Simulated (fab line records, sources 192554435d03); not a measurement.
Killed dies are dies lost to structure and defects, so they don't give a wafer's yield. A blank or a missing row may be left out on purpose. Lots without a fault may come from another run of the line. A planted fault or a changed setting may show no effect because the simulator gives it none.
Chamber matching | flow n5_finfet | N5_ILD0_ALD_15 on ald_sin-03: 4 sister chambers
The step deposits SiNx, target thk 24 nm, pulse time 1 s, ald cycles 480. 20 wafers are shown with their chamber, then 10 later ones without.

WAFERS WITH THEIR CHAMBER
wafer  | chamber | heater_power_w (W) | susceptor_temp_C (C) | precursor_pulse_height_rel
L075.2 | 3       | 874                | 399.75               | 1.027
L075.4 | 0       | 953                | 399.84               | 1.005
L075.6 | 3       | 890                | 400.06               | 1.009
L079.1 | 1       | 845                | 400.24               | 0.989
L079.4 | 2       | 857                | 399.81               | 0.981
L079.6 | 0       | 1011               | 399.53               | 1.024
L081.1 | 3       | 893                | 400.27               | 0.973
L081.3 | 2       | 854                | 399.89               | 0.998
L081.4 | 1       | 834                | 400.25               | 0.990
L082.3 | 0       | 971                | 400.21               | 1.022
L082.4 | 3       | 889                | 400.14               | 1.016
L082.6 | 0       | 978                | 399.76               | 1.040
L083.2 | 0       | 970                | 399.94               | 1.003
L083.4 | 1       | 840                | 399.97               | 0.993
L083.6 | 3       | 887                | 400.19               | 1.001
L084.1 | 3       | 879                | 399.87               | 0.991
L084.4 | 0       | 947                | 400.05               | 0.958
L084.6 | 0       | 974                | 399.95               | 1.019
L087.1 | 3       | 896                | 400.35               | 0.995
L087.2 | 0       | 989                | 400.15               | 0.986

SIGNATURES (means of the wafers above)
reading                    | chamber 0 | chamber 1 | chamber 2 | chamber 3 | scatter within a chamber
heater_power_w             | 974.12    | 839.67    | 855.50    | 886.86    | 14.2
susceptor_temp_C           | 399.9287  | 400.1533  | 399.8500  | 400.0900  | 0.205
precursor_pulse_height_rel | 1.00713   | 0.99067   | 0.98950   | 1.00171   | 0.0204
Rule: a wafer's distance from a chamber is the root of the sum, over the readings, of the square of ((its reading less the chamber's mean) divided by the reading's scatter). The wafer belongs to the nearest chamber; if the next one is less than 2 further off, it can't be placed. The scatter: the root of (the sum of the squares of (reading less its chamber's mean) over the shown wafers, divided by (wafers less chambers)).

WAFERS WITHOUT THEIR CHAMBER
wafer  | heater_power_w (W) | susceptor_temp_C (C) | precursor_pulse_height_rel
L087.5 | 908                | 399.97               | 0.995
L089.2 | 825                | 400.08               | 1.023
L089.3 | 829                | 400.51               | 0.989
L089.6 | 907                | 399.61               | 0.982
L091.1 | 834                | 400.27               | 0.999
L091.2 | 903                | 400.09               | 1.000
L091.6 | 891                | 400.19               | 0.990
L097.2 | 968                | 399.68               | 0.996
L097.3 | 830                | 400.14               | 0.970
L097.6 | 797                | 400.15               | 1.027

WHICH CHAMBER EACH WENT THROUGH
wafer  | from the rows above     | in truth
L087.5 | 3                       | 3
L089.2 | can't be placed: 1 or 2 | 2
L089.3 | can't be placed: 1 or 2 | 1
L089.6 | can't be placed: 3 or 2 | 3
L091.1 | can't be placed: 1 or 2 | 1
L091.2 | 3                       | 3
L091.6 | 3                       | 3
L097.2 | 0                       | 0
L097.3 | can't be placed: 1 or 2 | 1
L097.6 | can't be placed: 1 or 2 | 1
Placed correctly: 4 of 10. Can't be placed from these rows: 6 (the true chamber is among the candidates in 6). Placed wrongly: 0.
